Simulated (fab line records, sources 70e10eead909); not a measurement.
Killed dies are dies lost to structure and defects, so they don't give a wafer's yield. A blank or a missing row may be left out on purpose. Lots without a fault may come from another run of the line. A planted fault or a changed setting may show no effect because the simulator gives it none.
Which tool did it? | flow nand_harc | 12 lots, 36 wafers sampled, at 4 steps of a route of 1302

WHAT THE GAUGES READ, wafer by wafer
The record holds no reading of a measuring or inspecting step that can be judged against a usual standard deviation.

WHICH TOOL RAN EACH LOT (tool, then ch and the chambers of the sampled wafers, then the start)
lot  | NHARC_A_STAIRCASE_DEP_151       | NHARC_A_STAIRCASE_DEP_325       | NHARC_A_STAIRCASE_ETCH_444         | NHARC_A_STAIRCASE_ETCHBACK_157
L318 | pecvd-03 ch 0,1, day 18 05:37   | pecvd-01 ch 0,2, day 18 20:02   | rie_diel-08 ch 2,3, day 19 07:36   | rie_diel-07 ch 0,3, day 19 13:49
L317 | pecvd-01 ch 0,2, day 18 05:47   | pecvd-03 ch 0,1, day 18 19:57   | rie_diel-07 ch 0,2, day 19 05:11   | rie_diel-08 ch 0,2,3, day 19 10:58
L319 | pecvd-03 ch 0,1, day 18 06:05   | pecvd-02 ch 0,1,2, day 18 19:57 | rie_diel-08 ch 1,2, day 19 05:01   | rie_diel-11 ch 0,3, day 19 10:42
L321 | pecvd-01 ch 0,1,2, day 19 02:55 | pecvd-03 ch 0,1, day 19 19:17   | rie_diel-11 ch 1,2,3, day 20 04:13 | rie_diel-07 ch 0,3, day 20 09:21
L322 | pecvd-02 ch 0,1,2, day 20 03:39 | pecvd-01 ch 0,1,2, day 20 18:13 | rie_diel-08 ch 1,2,3, day 21 03:07 | rie_diel-11 ch 0,2, day 21 08:16
L331 | pecvd-01 ch 1,2, day 24 04:18   | pecvd-01 ch 1,2, day 24 20:07   | rie_diel-11 ch 0,1,3, day 25 07:49 | rie_diel-07 ch 0,3, day 25 13:56
L333 | pecvd-03 ch 0,1,2, day 24 10:22 | pecvd-01 ch 0,1,2, day 25 05:04 | rie_diel-08 ch 0,1,3, day 25 21:39 | rie_diel-08 ch 1,2,3, day 26 03:46
L332 | pecvd-01 ch 0,1,2, day 24 10:29 | pecvd-03 ch 0,2, day 25 05:03   | rie_diel-08 ch 0,1,2, day 25 19:17 | rie_diel-11 ch 0,2,3, day 26 00:54
L335 | pecvd-03 ch 0,2, day 25 04:29   | pecvd-03 ch 0,2, day 26 01:20   | rie_diel-07 ch 1,2, day 26 11:53   | rie_diel-07 ch 1,2,3, day 26 18:21
L334 | pecvd-01 ch 0,1, day 25 04:35   | pecvd-01 ch 1,2, day 26 01:32   | rie_diel-08 ch 0,3, day 26 11:55   | rie_diel-08 ch 0,1,2, day 26 18:05
L339 | pecvd-01 ch 0,1,2, day 27 01:53 | pecvd-02 ch 0,1,2, day 27 18:50 | rie_diel-11 ch 0,2,3, day 28 05:32 | rie_diel-07 ch 0,1,3, day 28 12:39
L340 | pecvd-03 ch 0,2, day 27 01:58   | pecvd-03 ch 1,2, day 27 18:49   | rie_diel-08 ch 0,2,3, day 28 06:14 | rie_diel-11 ch 0,2, day 28 12:22
- NHARC_A_STAIRCASE_DEP_151: deposits SiO2, target thk 7200 nm.
- NHARC_A_STAIRCASE_DEP_325: deposits SiO2, target thk 7200 nm.
- NHARC_A_STAIRCASE_ETCH_444: etches the open film in C4F8/O2, target depth 20400 nm, time 6800 s.
- NHARC_A_STAIRCASE_ETCHBACK_157: etches the open film in CH3F/O2, target depth 90 nm, time 167.14 s.

WHAT THE TOOLS THEMSELVES READ (means of the sampled wafers that have a number; where no wafer has one, the mark that the record gives instead)
NHARC_A_STAIRCASE_DEP_151. Usual: heater_power_w 617 W, standard deviation 74.
lot  | tool     | heater_power_w (W) | flag
L318 | pecvd-03 | 606                |
L317 | pecvd-01 | 554                |
L319 | pecvd-03 | 559                |
L321 | pecvd-01 | 656                |
L322 | pecvd-02 | 651                |
L331 | pecvd-01 | 680                |
L333 | pecvd-03 | 635                |
L332 | pecvd-01 | 605                |
L335 | pecvd-03 | 579                |
L334 | pecvd-01 | 627                |
L339 | pecvd-01 | 621                |
L340 | pecvd-03 | 617                |

NHARC_A_STAIRCASE_DEP_325. Usual: heater_power_w 612 W, standard deviation 81.
lot  | tool     | heater_power_w (W) | flag
L318 | pecvd-01 | 571                |
L317 | pecvd-03 | 615                |
L319 | pecvd-02 | 631                |
L321 | pecvd-03 | 644                |
L322 | pecvd-01 | 666                |
L331 | pecvd-01 | 603                |
L333 | pecvd-01 | 699                |
L332 | pecvd-03 | 570                |
L335 | pecvd-03 | 570                |
L334 | pecvd-01 | 586                |
L339 | pecvd-02 | 685                |
L340 | pecvd-03 | 553                |

NHARC_A_STAIRCASE_ETCH_444. Usual: chamber_pressure_mTorr 25.003 mTorr, standard deviation 0.023; oes_product_au 0.926 a.u., standard deviation 0.015; rf_vpp_V 805.1 V, standard deviation 2.4.
lot  | tool        | chamber_pressure_mTorr (mTorr) | oes_product_au (a.u.) | rf_vpp_V (V) | flag
L318 | rie_diel-08 | 25.001                         | 0.911                 | 804.6        |
L317 | rie_diel-07 | 24.995                         | 0.931                 | 810.1        |
L319 | rie_diel-08 | 24.993                         | 0.913                 | 805.5        |
L321 | rie_diel-11 | 24.996                         | 0.948                 | 804.5        |
L322 | rie_diel-08 | 25.002                         | 0.924                 | 804.4        |
L331 | rie_diel-11 | 24.999                         | 0.997                 | 804.3        | OFF
L333 | rie_diel-08 | 24.967                         | 0.950                 | 804.4        |
L332 | rie_diel-08 | 25.001                         | 0.944                 | 805.1        |
L335 | rie_diel-07 | 25.010                         | 0.937                 | 809.8        |
L334 | rie_diel-08 | 25.000                         | 0.919                 | 803.7        |
L339 | rie_diel-11 | 25.007                         | 0.932                 | 804.1        |
L340 | rie_diel-08 | 24.998                         | 0.914                 | 803.9        |

NHARC_A_STAIRCASE_ETCHBACK_157. Usual: chamber_pressure_mTorr 24.999 mTorr, standard deviation 0.022; drypump_motor_current_A 5.7 A, standard deviation 0.45; oes_product_au 0.96 a.u., standard deviation 0.034; rf_vpp_V 243.7 V, standard deviation 1.2; showerhead_plenum_p_Torr 2.42 Torr, standard deviation 0.064; throttle_valve_pct 20.663 %, standard deviation 0.0089.
lot  | tool        | chamber_pressure_mTorr (mTorr) | drypump_motor_current_A (A) | oes_product_au (a.u.) | rf_vpp_V (V) | showerhead_plenum_p_Torr (Torr) | throttle_valve_pct (%) | flag
L318 | rie_diel-07 | 24.997                         | 5.9                         | 0.94                  | 243.6        | 2.40                            | 20.661                 |
L317 | rie_diel-08 | 24.993                         | 5.9                         | 0.91                  | 242.8        | 2.41                            | 20.659                 |
L319 | rie_diel-11 | 24.998                         | 5.3                         | 0.99                  | 244.0        | 2.45                            | 20.658                 |
L321 | rie_diel-07 | 24.997                         | 5.9                         | 0.98                  | 244.0        | 2.39                            | 20.659                 |
L322 | rie_diel-11 | 25.018                         | 5.6                         | 0.93                  | 243.2        | 2.42                            | 20.672                 |
L331 | rie_diel-07 | 24.983                         | 5.8                         | 0.93                  | 242.8        | 2.38                            | 20.674                 |
L333 | rie_diel-08 | 24.990                         | 5.9                         | 0.98                  | 243.1        | 2.39                            | 20.661                 |
L332 | rie_diel-11 | 24.993                         | 5.4                         | 0.94                  | 242.8        | 2.41                            | 20.669                 |
L335 | rie_diel-07 | 24.987                         | 5.5                         | 0.97                  | 244.3        | 2.46                            | 20.659                 |
L334 | rie_diel-08 | 24.998                         | 5.8                         | 0.99                  | 243.1        | 2.41                            | 20.656                 |
L339 | rie_diel-07 | 24.990                         | 5.8                         | 1.00                  | 243.9        | 2.38                            | 20.661                 |
L340 | rie_diel-11 | 25.008                         | 5.6                         | 1.01                  | 242.9        | 2.40                            | 20.664                 |

THE ANSWER, worked out from the rows above alone
Rule: a lot is off if the mean of its wafers that have a number lies more than 3 standard deviations from the usual mean. A lot without any number at a reading at which 4 lots or more have one is off too. The other lots that the step has rows for count as sound. The gauges are gone through in route order, then the tools' own readings, and for those a lot's mean is taken as printed above. The first step at which some lot is off is used, and at that step the reading that is off furthest; a lot without a number counts as furthest.
Off: L331, at NHARC_A_STAIRCASE_ETCH_444 (oes_product_au).
A tool fits if, at that step or a process step before it, it ran every lot that is off, and no sound lot after the first of them. None of those tried fits.

WHAT THE SIMULATOR HAD PUT IN
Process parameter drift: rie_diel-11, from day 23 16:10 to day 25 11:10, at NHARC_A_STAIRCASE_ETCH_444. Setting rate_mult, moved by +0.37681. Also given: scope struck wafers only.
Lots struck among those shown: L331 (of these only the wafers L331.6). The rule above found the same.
